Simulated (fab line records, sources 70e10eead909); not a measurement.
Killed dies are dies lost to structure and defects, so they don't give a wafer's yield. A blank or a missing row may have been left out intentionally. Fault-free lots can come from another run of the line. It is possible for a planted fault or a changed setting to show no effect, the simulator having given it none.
Chamber matching    flow nandHarc    4 sister chambers for NHARC_A_WL_FILL_ALD_00 on aldHk-01
The step deposits Al2O3, target thk 3 nm, pulse time 3 s, ald cycles 30. 22 wafers are shown with their chamber, then 11 later ones without.

## EACH WAFER AND ITS CHAMBER
wafer   chamber  heaterPowerW (W)  precursorPulseHeightRel
L074.2  3        471               1.045
L074.4  1        420               1.008
L074.6  3        462               0.982
L075.1  1        431               1.004
L075.3  2        472               0.990
L075.6  3        481               0.984
L076.1  1        443               0.989
L076.2  2        478               0.996
L076.6  3        481               0.987
L082.4  0        512               1.001
L082.5  2        468               0.981
L082.6  1        434               1.009
L084.2  0        516               1.004
L084.3  2        464               0.998
L084.5  0        522               0.995
L087.1  1        441               1.002
L087.5  0        514               0.976
L087.6  1        443               0.991
L091.2  0        477               0.999
L091.4  3        482               0.991
L091.6  2        445               0.981
L090.2  1        418               0.983

SIGNATURES (means of the wafers above)
reading                  chamber 0  chamber 1  chamber 2  chamber 3  scatter within a chamber
heaterPowerW             508.20     432.86     465.40     475.40     12.6
precursorPulseHeightRel  0.99500    0.99800    0.98920    0.99780    0.0153
Rule: a wafer lies at a distance from a chamber equal to the root of the sum of squares, over the readings, of (its reading less the chamber's mean, divided by the reading's scatter). The wafer belongs to the nearest chamber; if the next one is less than 2 further off, it can't be placed. How the scatter is found: for the shown wafers, subtract from each reading the mean of its chamber, square and add these, divide the total by (wafers less chambers), then take the root.

## WAFERS WITHOUT THEIR CHAMBER
wafer   heaterPowerW (W)  precursorPulseHeightRel
L090.4  445               1.020
L090.5  501               1.023
L092.2  496               0.985
L092.4  413               0.987
L092.6  416               0.989
L093.1  426               1.023
L093.2  453               0.989
L093.6  437               0.998
L095.1  501               1.004
L095.3  466               0.978
L095.6  497               0.992

## CHAMBER TAKEN BY EACH
wafer   from the rows above           in truth
L090.4  can't be placed: 1 or 2 or 3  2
L090.5  can't be placed: 0 or 3 or 2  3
L092.2  can't be placed: 0 or 3 or 2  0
L092.4  1                             1
L092.6  1                             1
L093.1  1                             1
L093.2  can't be placed: 2 or 1 or 3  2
L093.6  can't be placed: 1 or 2       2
L095.1  can't be placed: 0 or 3       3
L095.3  can't be placed: 2 or 3       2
L095.6  can't be placed: 0 or 3 or 2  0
Placed correctly: 3 of 11. From these rows, 8 cannot be placed; in 8 the true chamber is one of the candidates. Wrongly placed: 0.
